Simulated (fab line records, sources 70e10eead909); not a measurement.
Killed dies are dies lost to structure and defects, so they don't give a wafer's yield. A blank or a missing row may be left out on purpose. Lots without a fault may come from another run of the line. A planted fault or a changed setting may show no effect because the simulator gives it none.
fab line records | flow nand_harc
record lots=14 wafers=42 last_day=33
route steps=1302 shown P_M2@329
lots that met no fault: from a run of the same line without faults
start_h: hours from the record's first day to the start of the lot's first wafer shown | wait_h: hours since the lot's step before | " the same as in the row above | L1.1+2: a row that stands for several wafers | - no value, or no start given | * or withheld: withheld | < > ~ a bound
route shown NAME@n: a module of which the file shows steps, and the number in the route of the first | usual: mean/standard deviation of fault-free wafers | same: alike in all rows | chamber/n: place in a boat | sites: the reading at each site | _std_site: their standard deviation | _edge_site: outer sites' mean less inner sites' | radius_mm: how far each site lies from the wafer's centre | mask NAME#n: copy n | behind: the tool/chamber that last shaped the wafer | hold: why the lot was held/for how many hours/how that ended | device: the transistor (n, p or np) that didn't switch | end of line: the same wafers' tests at the end of the route | a step without rows: its recipe alone | killed: dies lost to structure and defects at the first sort, not the wafer's yield | map: a wafer's dies, x killed, . not, _ none there
set.NAME: the setting as run; set.NAME@STEP: as run at that earlier step | model.NAME: the simulator's own value behind a step, which no gauge read
steps of the route over a sample of lots; a table a step, a row a wafer
services: from which hour (start_h, from the record's first day; less than 0 if before it) a tool's chamber was out of use, for how many hours, and why
## steps
# step NHARC_P_M2_OVL_MEAS_10
# recipe pitch_nm=340
# usual overlay_x_nm=0.0/0.9 overlay_y_nm=-0.2/0.77
# columns lot.wafer tool chamber start_h wait_h overlay_x_nm overlay_y_nm
L773.2 overlay-02 - 145.58 - -0.9 -0.9
L773.3 " - " " -1.1 -0.4
L773.4 " - " " -0.7 0.0
L778.1 overlay-02 - 186.02 - -0.7 0.0
L778.4 " - " " -0.1 -0.1
L778.5 " - " " -0.4 -0.2
L779.2 overlay-01 - 199.35 - 0.9 -0.7
L779.3 " - " " 0.7 -0.5
L779.6 " - " " 0.4 0.1
L781.1 overlay-01 - 222.23 - 0.9 0.8
L781.3 " - " " 0.4 0.4
L781.5 " - " " 0.8 0.7
L782.1 overlay-02 - 232.86 - 0.9 -1.5
L782.3 " - " " 1.3 -1.3
L782.5 " - " " 1.4 -1.1
L783.2 overlay-01 - 241.64 - -1.8 -1.0
L783.3 " - " " -1.2 -0.4
L783.6 " - " " -1.6 -0.6
L786.1 overlay-01 - 282.25 - -0.5 -0.6
L786.3 " - " " -0.7 -0.5
L786.5 " - " " -0.7 -0.6
L787.3 overlay-02 - 283.23 - 0.1 -1.2
L787.5 " - " " 0.5 -1.2
L787.6 " - " " 0.5 -1.1
L788.1 overlay-02 - 300.58 - -1.2 1.7
L788.2 " - " " -1.6 1.4
L788.4 " - " " -1.6 1.2
L789.4 overlay-02 - 306.28 - 0.4 -0.2
L789.5 " - " " 0.7 -0.3
L789.6 " - " " 0.9 -0.4
L792.1 overlay-01 - 325.13 - -1.2 -0.6
L792.4 " - " " -1.2 -0.5
L792.5 " - " " -1.1 -0.4
L793.1 overlay-01 - 334.89 - 0.7 -0.9
L793.3 " - " " 1.0 -0.6
L793.5 " - " " 0.8 -0.3
L794.1 overlay-02 - 345.21 - -0.2 -0.3
L794.4 " - " " -0.5 -0.2
L794.6 " - " " -1.2 -0.4
L795.1 overlay-01 - 364.12 - 0.2 0.6
L795.3 " - " " -0.1 0.3
L795.4 " - " " 0.0 0.0
# step NHARC_P_M2_CD_MEAS_16
# usual cd_nm=169.7/1.1
# columns lot.wafer tool chamber start_h wait_h cd_nm
L773.2 cd_sem-01 - 146.03 - 169.5
L773.3 " - " " 168.8
L773.4 " - " " 169.0
L778.1 cd_sem-02 - 186.42 - 169.1
L778.4 " - " " 169.5
L778.5 " - " " 170.9
L779.2 cd_sem-02 - 199.76 - 170.1
L779.3 " - " " 170.1
L779.6 " - " " 168.8
L781.1 cd_sem-02 - 222.63 - 169.4
L781.3 " - " " 169.8
L781.5 " - " " 171.1
L782.1 cd_sem-03 - 233.31 - 169.1
L782.3 " - " " 169.2
L782.5 " - " " 169.5
L783.2 cd_sem-03 - 242.09 - 170.2
L783.3 " - " " 171.9
L783.6 " - " " 170.6
L786.1 cd_sem-03 - 282.66 - 169.4
L786.3 " - " " 168.6
L786.5 " - " " 168.7
L787.3 cd_sem-01 - 283.63 - 171.3
L787.5 " - " " 170.6
L787.6 " - " " 169.7
L788.1 cd_sem-02 - 300.99 - 170.9
L788.2 " - " " 168.9
L788.4 " - " " 169.7
L789.4 cd_sem-03 - 306.69 - 172.3
L789.5 " - " " 170.9
L789.6 " - " " 171.4
L792.1 cd_sem-02 - 325.53 - 166.9
L792.4 " - " " 169.9
L792.5 " - " " 167.8
L793.1 cd_sem-02 - 335.29 - 169.4
L793.3 " - " " 169.5
L793.5 " - " " 168.8
L794.1 cd_sem-03 - 345.61 - 169.6
L794.4 " - " " 169.4
L794.6 " - " " 170.4
L795.1 cd_sem-02 - 364.53 - 169.6
L795.3 " - " " 169.5
L795.4 " - " " 169.5
# step NHARC_P_M2_PVD_20
# recipe target_thk_a=50 bias_v=168.6 power_w=15000 chamber_pressure_pa=0.12 time_s=8.06 substrate_temp_c=50 material=TaN
# usual throttle_valve_pct=30.2/0.98
# columns lot.wafer tool chamber start_h wait_h throttle_valve_pct
L773.4 pvd_sputter-01 - - - 30.1
L773.2 " - " " 29.1
L773.3 " - " " 30.1
L778.4 pvd_sputter-02 - - - 29.9
L778.1 " - " " 32.1
L778.5 " - " " 32.1
L779.2 pvd_sputter-02 - - - 31.8
L779.3 " - " " 31.0
L779.6 " - " " 30.0
L781.1 pvd_sputter-03 - - - 28.4
L781.3 " - " " 29.2
L781.5 " - " " 28.8
L782.1 pvd_sputter-02 - - - 31.2
L782.3 " - " " 30.0
L782.5 " - " " 32.1
L783.3 pvd_sputter-03 - - - 30.0
L783.2 " - " " 29.4
L783.6 " - " " 29.2
L786.1 pvd_sputter-01 - - - 31.4
L786.3 " - " " 30.5
L786.5 " - " " 31.6
L787.3 pvd_sputter-03 - - - 29.9
L787.5 " - " " 30.3
L787.6 " - " " 28.7
L788.1 pvd_sputter-02 - - - 31.2
L788.2 " - " " 30.0
L788.4 " - " " 29.5
L789.4 pvd_sputter-01 - - - 29.7
L789.5 " - " " 29.8
L789.6 " - " " 31.6
L792.4 pvd_sputter-03 - - - 29.9
L792.1 " - " " 28.8
L792.5 " - " " 29.4
L793.1 pvd_sputter-03 - - - 29.9
L793.3 " - " " 30.1
L793.5 " - " " 29.7
L794.4 pvd_sputter-02 - - - 30.1
L794.1 " - " " 32.1
L794.6 " - " " 30.1
L795.4 pvd_sputter-02 - - - 31.6
L795.1 " - " " 30.1
L795.3 " - " " 29.6
# step NHARC_P_M2_ECD_22
# recipe target_thk_a=4000 bath_temp_c=25 material=Cu
# usual bath_heat_duty_pct=6.3/0.67 bath_temp_c=24.99/0.12
# columns lot.wafer tool chamber start_h wait_h bath_heat_duty_pct bath_temp_c
L773.2 ecd_cu-02 0 147.18 - 5.9 24.96
L773.3 " 1 " " 6.0 25.09
L773.4 " 0 " " 6.0 24.81
L778.1 ecd_cu-02 1 187.50 - 6.7 24.98
L778.4 " 1 " " 7.4 25.20
L778.5 " 0 " " 5.0 24.95
L779.2 ecd_cu-01 0 200.87 - 6.9 24.96
L779.3 " 0 " " 6.2 25.00
L779.6 " 1 " " 6.8 24.99
L781.1 ecd_cu-01 0 223.71 - 5.5 25.14
L781.3 " 1 " " 5.8 24.84
L781.5 " 0 " " 6.3 25.10
L782.1 ecd_cu-02 0 234.38 - 5.9 24.91
L782.3 " 0 " " 5.2 24.90
L782.5 " 1 " " 7.0 25.02
L783.2 ecd_cu-01 0 243.17 - 7.1 25.08
L783.3 " 0 " " 6.0 24.90
L783.6 " 1 " " 6.9 25.00
L786.1 ecd_cu-01 0 283.73 - 6.3 25.04
L786.3 " 1 " " 7.1 24.98
L786.5 " 1 " " 7.3 24.94
L787.3 ecd_cu-02 1 284.80 - - -
L787.6 " 1 " " - -
L787.5 " 0 " " - -
L788.1 ecd_cu-02 0 302.07 - - -
L788.2 " 1 " " - -
L788.4 " 1 " " - -
L789.4 ecd_cu-01 1 307.87 - - -
L789.6 " 1 " " - -
L789.5 " 0 " " - -
L792.1 ecd_cu-02 0 326.66 - 6.1 24.91
L792.4 " 0 " " 5.1 25.05
L792.5 " 1 " " 7.0 24.99
L793.1 ecd_cu-02 1 336.50 - 6.8 25.10
L793.3 " 0 " " 4.9 25.08
L793.5 " 0 " " 5.6 25.10
L794.1 ecd_cu-01 0 346.74 - 5.3 25.12
L794.4 " 0 " " 5.6 25.10
L794.6 " 0 " " 7.0 25.15
L795.1 ecd_cu-01 0 365.65 - 5.9 25.00
L795.4 " 1 " " 7.3 24.98
L795.3 " 0 " " 5.8 24.83
# step NHARC_P_M2_CMP_23
# recipe t_overpolish_s=20 target_thk_nm=144.3
# usual motor_current_A=12.3/1.3 time_to_endpoint_s=28/3.2
# columns lot.wafer tool chamber start_h wait_h motor_current_A time_to_endpoint_s
L773.4 cmp-04 2 147.89 - 13.6 27
L773.3 " 3 " " 10.9 26
L773.2 " 0 " " 11.5 26
L778.4 cmp-04 0 188.22 - 10.7 25
L778.1 " 2 " " 13.2 27
L778.5 " 0 " " 11.4 25
L779.3 cmp-03 2 201.59 - 11.3 32
L779.2 " 3 " " 12.8 26
L779.6 " 2 " " 10.9 31
L781.1 cmp-02 3 224.49 - 12.2 26
L781.3 " 1 " " 12.8 28
L781.5 " 3 " " 11.7 28
L782.3 cmp-04 2 235.16 - 13.1 28
L782.1 " 3 " " 11.8 29
L782.5 " 1 " " 15.6 34
L783.2 cmp-03 2 243.89 - 11.4 32
L783.3 " 0 " " 12.3 26
L783.6 " 3 " " 12.1 23
L786.1 cmp-02 3 284.51 - 12.1 28
L786.3 " 0 " " 11.0 30
L786.5 " 1 " " 13.4 29
L787.3 cmp-03 3 285.51 - 12.0 0
L787.6 " 1 " " 13.4 3
L787.5 " 2 " " 11.0 1
L788.4 cmp-03 2 302.80 - 11.1 7
L788.2 " 3 " " 11.7 0
L788.1 " 0 " " 13.1 2
L789.4 cmp-03 3 308.51 - 12.1 0
L789.5 " 2 " " 11.2 3
L789.6 " 3 " " 11.7 0
L792.1 cmp-02 3 327.35 - 12.7 31
L792.4 " 0 " " 11.2 31
L792.5 " 0 " " 11.5 32
L793.3 cmp-03 2 337.28 - 10.8 25
L793.1 " 3 " " 11.4 23
L793.5 " 2 " " 11.2 32
L794.1 cmp-04 2 347.45 - 13.1 29
L794.4 " 3 " " 11.2 25
L794.6 " 1 " " 15.5 29
L795.1 cmp-02 0 366.32 - 11.1 27
L795.3 " 1 " " 12.8 29
L795.4 " 3 " " 12.1 27
# step NHARC_P_M2_THK_MEAS_24
# recipe thk_meas_gauge=xrf
# usual thk_nm=144.1/1.6
# columns lot.wafer tool chamber start_h wait_h hold thk_nm
L773.2 film_metro-01 - 148.21 - - 144.5
L773.3 " - " " - 145.2
L773.4 " - " " - 142.3
L778.1 film_metro-01 - 188.53 - - 143.7
L778.4 " - " " - 143.5
L778.5 " - " " - 144.0
L779.2 film_metro-01 - 201.91 - - 140.2
L779.3 " - " " - 144.8
L779.6 " - " " - 143.6
L781.1 film_metro-01 - 224.78 - - 145.8
L781.3 " - " " - 146.2
L781.5 " - " " - 147.2
L782.1 film_metro-01 - 235.41 - - 142.8
L782.3 " - " " - 144.0
L782.5 " - " " - 145.5
L783.2 film_metro-02 - 244.21 - - 143.9
L783.3 " - " " - 141.9
L783.6 " - " " - 143.5
L786.1 film_metro-01 - 284.77 - - 146.3
L786.3 " - " " - 145.1
L786.5 " - " " - 145.6
L787.3 film_metro-02 - 285.77 - await_dispo/0.2h/release 30.0
L787.5 " - " " await_dispo/0.2h/release 30.1
L787.6 " - " " await_dispo/0.2h/release 29.6
L787.3 film_metro-02 - 285.94 0.2 - 29.6
L787.5 " - " " - 28.9
L787.6 " - " " - 30.2
L788.1 film_metro-02 - 303.11 - await_dispo/0.2h/release 30.7
L788.2 " - " " await_dispo/0.2h/release 30.3
L788.4 " - " " await_dispo/0.2h/release 30.5
L788.1 film_metro-02 - 303.29 0.2 - 28.9
L788.2 " - " " - 27.4
L788.4 " - " " - 29.3
L789.4 film_metro-01 - 308.80 - await_dispo/0.2h/release 29.6
L789.5 " - " " await_dispo/0.2h/release 31.9
L789.6 " - " " await_dispo/0.2h/release 32.2
L789.4 film_metro-01 - 308.97 0.2 - 30.1
L789.5 " - " " - 31.6
L789.6 " - " " - 30.0
L792.1 film_metro-01 - 327.67 - - 144.4
L792.4 " - " " - 145.3
L792.5 " - " " - 144.6
L793.1 film_metro-01 - 337.56 - - 141.7
L793.3 " - " " - 142.9
L793.5 " - " " - 143.1
L794.1 film_metro-01 - 347.74 - - 143.7
L794.4 " - " " - 144.5
L794.6 " - " " - 144.8
L795.1 film_metro-01 - 366.64 - - 143.7
L795.3 " - " " - 144.4
L795.4 " - " " - 143.3
## services
# columns tool chamber start_h hours kind
cmp-02 - 124.84 3.8 repair
cmp-03 - 126.62 5.0 repair
cmp-02 - 134.50 4.0 pm
cmp-04 - 156.23 2.0 repair
ecd_cu-01 - 160.27 8.0 pm
cmp-02 - 162.54 0.6 repair
cmp-03 - 165.04 4.0 pm
cmp-02 - 168.79 1.2 repair
ecd_cu-01 - 176.57 0.5 repair
pvd_sputter-03 - 191.43 10.0 pm
cmp-04 - 197.69 2.7 repair
cmp-04 - 203.53 1.6 repair
ecd_cu-02 - 206.32 0.4 repair
cmp-04 - 209.93 4.0 pm
ecd_cu-02 - 244.00 8.0 pm
ecd_cu-02 - 254.13 1.1 repair
cmp-03 - 263.19 4.0 pm
cmp-03 - 272.60 1.9 repair
pvd_sputter-02 - 282.00 10.0 pm
ecd_cu-02 - 292.70 0.2 repair
cmp-03 - 311.31 1.9 repair
ecd_cu-01 - 336.74 8.0 pm
ecd_cu-02 - 343.21 2.2 repair
cmp-03 - 361.19 4.0 pm
## key
first_sign step=NHARC_P_M2_ECD_22 reading=tool_record direction=missing
effect step=NHARC_P_M2_CMP_23 reading=time_to_endpoint_s direction=down sigmas=8.1 usual=* struck=*
effect step=NHARC_P_M2_THK_MEAS_24 reading=visit direction=added
effect step=NHARC_P_M2_THK_MEAS_24 reading=thk_nm direction=down sigmas=72 usual=144.1 struck=30.5
met_at NHARC_P_M2_ECD_22
struck_lots L787,L788,L789
scrapped_behind NHARC_P_M2_THK_MEAS_24 L787.3,L787.5,L787.6,L788.1,L788.2,L788.4,L789.4,L789.5,L789.6
not_acting_at NHARC_P_M2_OVL_MEAS_10,NHARC_P_M2_CD_MEAS_16,NHARC_P_M2_PVD_20
onset_between 283.73 284.80
fault kind=skipped_step_whole tool=ecd_cu-01,ecd_cu-02 chamber=- onset_h=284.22 steps=NHARC_P_M2_ECD_22 scope=struck_lots_only
